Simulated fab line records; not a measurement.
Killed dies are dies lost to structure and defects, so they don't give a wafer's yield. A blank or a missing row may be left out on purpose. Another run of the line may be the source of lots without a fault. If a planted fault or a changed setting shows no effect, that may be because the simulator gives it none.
Which tool did it? || flow n5-finfet || 7 lots, 20 wafers sampled, at 5 steps of a route of 1938

== WHAT EACH GAUGE READ, for each wafer ==
N5_BEOL_M11_OCD_MEAS_38.
{"lot": "L426", "measured": "day 13 10:56", "on": "ocd-02", "trench-depth-nm (nm)": "151.8 149.6 151.7"}
{"lot": "L429", "measured": "day 14 00:47", "on": "ocd-02", "trench-depth-nm (nm)": "147.4 146.9 149.9"}
{"lot": "L437", "measured": "day 15 19:08", "on": "ocd-01", "trench-depth-nm (nm)": "148.0 15.1"}
{"lot": "L442", "measured": "day 16 23:37", "on": "ocd-02", "trench-depth-nm (nm)": "147.7 146.8 147.4"}
{"lot": "L445", "measured": "day 17 03:34", "on": "ocd-02", "trench-depth-nm (nm)": "147.0 148.9 147.0"}
{"lot": "L446", "measured": "day 18 03:01", "on": "ocd-01", "trench-depth-nm (nm)": "146.8 147.6 146.7"}
{"lot": "L449", "measured": "day 18 18:14", "on": "ocd-02", "trench-depth-nm (nm)": "148.7 144.8 148.5"}

== TOOL THAT RAN EACH LOT (tool first, then ch and the chambers of the sampled wafers, then the start) ==
{"lot": "L426", "N5_BEOL_M11_STRIP_67": "rie-diel-05 ch 2,3, day 13 09:13", "N5_BEOL_M11_HM_OPEN_17": "rie-metal-01 ch 0,1, day 13 09:16", "N5_BEOL_M11_ETCH_65": "rie-diel-02 ch 2,3, day 13 10:29", "N5_BEOL_M11_VIA_ETCH_34": "rie-diel-02 ch 2,3, day 13 10:40"}
{"lot": "L429", "N5_BEOL_M11_STRIP_67": "rie-diel-05 ch 0,1,3, day 13 22:43", "N5_BEOL_M11_HM_OPEN_17": "rie-metal-02 ch 0,1, day 13 22:45", "N5_BEOL_M11_ETCH_65": "rie-diel-05 ch 2,3, day 14 00:19", "N5_BEOL_M11_VIA_ETCH_34": "rie-diel-05 ch 2,3, day 14 00:29"}
{"lot": "L437", "N5_BEOL_M11_STRIP_67": "rie-diel-06 ch 0,3, day 15 17:47", "N5_BEOL_M11_HM_OPEN_17": "rie-metal-02 ch 0,1, day 15 17:53", "N5_BEOL_M11_ETCH_65": "rie-diel-05 ch 0,3, day 15 18:42", "N5_BEOL_M11_VIA_ETCH_34": "rie-diel-05 ch 0,3, day 15 18:53"}
{"lot": "L442", "N5_BEOL_M11_STRIP_67": "rie-diel-02 ch 0,2,3, day 16 20:17", "N5_BEOL_M11_HM_OPEN_17": "rie-metal-01 ch 0,1, day 16 20:19", "N5_BEOL_M11_ETCH_65": "rie-diel-02 ch 0,2, day 16 23:10", "N5_BEOL_M11_VIA_ETCH_34": "rie-diel-02 ch 0,2, day 16 23:20"}
{"lot": "L445", "N5_BEOL_M11_STRIP_67": "rie-diel-02 ch 2,3, day 17 02:13", "N5_BEOL_M11_HM_OPEN_17": "rie-metal-03 ch 0,1, day 17 02:15", "N5_BEOL_M11_ETCH_65": "rie-diel-05 ch 0,1,3, day 17 03:07", "N5_BEOL_M11_VIA_ETCH_34": "rie-diel-05 ch 0,1,3, day 17 03:17"}
{"lot": "L446", "N5_BEOL_M11_STRIP_67": "rie-diel-06 ch 1,2,3, day 18 00:36", "N5_BEOL_M11_HM_OPEN_17": "rie-metal-01 ch 0, day 18 00:38", "N5_BEOL_M11_ETCH_65": "rie-diel-05 ch 1,2, day 18 02:33", "N5_BEOL_M11_VIA_ETCH_34": "rie-diel-05 ch 1,2, day 18 02:44"}
{"lot": "L449", "N5_BEOL_M11_STRIP_67": "rie-diel-02 ch 0,1,3, day 18 16:26", "N5_BEOL_M11_HM_OPEN_17": "rie-metal-02 ch 0,1, day 18 16:29", "N5_BEOL_M11_ETCH_65": "rie-diel-02 ch 0,1,2, day 18 17:47", "N5_BEOL_M11_VIA_ETCH_34": "rie-diel-02 ch 0,1,2, day 18 17:57"}
- N5_BEOL_M11_STRIP_67: strips in CF4.
- N5_BEOL_M11_HM_OPEN_17: chemistry Cl2/BCl3, target TiN, target depth 20 nm, overetch 6 nm.
- N5_BEOL_M11_ETCH_65: etches SiARC in CF4, target depth 39 nm, time 65 s.
- N5_BEOL_M11_VIA_ETCH_34: etches SiCOH lowk in C4F6/O2, target depth 184.5 nm, time 69.2 s.

== THE ANSWER, worked out from the rows above alone ==
Rule: the lots themselves supply what counts as usual. Put in order of their means at a reading, lots are off if they are a third of the lots or fewer, leave a main group of 4 or more, and stand apart from it by a gap of 3 or more times the standard deviation of the main group's means; of several such gaps the widest counts. A main group is skipped when, at the precision printed for the reading in the tables above, its means are all equal. A lot without any number at a reading at which 4 lots or more have one is off too. The other lots that the step has rows for count as sound.
Off: L437 (N5_BEOL_M11_OCD_MEAS_38, trench-depth-nm). Main group: mean 148.1 nm, sd 1.4.
A tool fits if, at a process step before that reading, it ran every lot that is off, and no sound lot after the first of them. The gauges at N5_BEOL_M11_OCD_MEAS_38 are tried like those tools. Of those tried, none fits.

== WHAT THE SIMULATOR PUT IN ==
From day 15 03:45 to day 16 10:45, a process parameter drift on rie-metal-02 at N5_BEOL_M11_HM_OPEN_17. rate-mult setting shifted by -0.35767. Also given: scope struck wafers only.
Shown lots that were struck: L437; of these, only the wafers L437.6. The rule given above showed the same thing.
